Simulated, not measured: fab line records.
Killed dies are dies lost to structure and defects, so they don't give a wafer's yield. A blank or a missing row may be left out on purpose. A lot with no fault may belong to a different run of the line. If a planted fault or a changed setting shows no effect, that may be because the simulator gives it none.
Matching of chambers	flow n5_finfet	N5_STI_FIN_REVEAL_STRIP_24 on rie_diel-05 has 4 sister chambers
The step strips in N2/H2, time 90 s. 4 wafers are shown with their chamber, then 10 later ones without.

## WAFERS WITH THEIR CHAMBER
wafer	chamber	drypump_motor_current_A (A)
L082.2	2	6.0
L082.6	1	5.0
L091.2	0	6.3
L091.3	3	5.6

## WAFERS WITHOUT THEIR CHAMBER
wafer	drypump_motor_current_A (A)
L091.4	4.9
L092.2	6.3
L092.4	4.9
L092.6	4.9
L095.1	4.9
L095.2	5.9
L095.4	5.6
L097.1	5.6
L097.4	4.9
L097.5	6.3

## THE CHAMBER EACH PASSED THROUGH
wafer	from the rows above	in truth
L091.4	1	1
L092.2	0	0
L092.4	1	1
L092.6	1	1
L095.1	1	1
L095.2	2	2
L095.4	3	3
L097.1	3	3
L097.4	1	1
L097.5	0	0
Correct placement for 10 of the 10. Number that these rows cannot place: 0. Wrongly placed: 0.
How it was worked out, from the rows above alone: a wafer's distance from a chamber is the root of the sum, over the readings, of the square of ((its reading less the chamber's mean) divided by the reading's scatter). If the next closest chamber is less than 2 further off than the closest, the wafer can't be placed; otherwise it belongs to the closest. For every chamber, the mean is computed from those of its wafers that are shown. The scatter: root of mean squared gap, hidden wafer to nearest shown wafer, with one shown wafer a chamber.
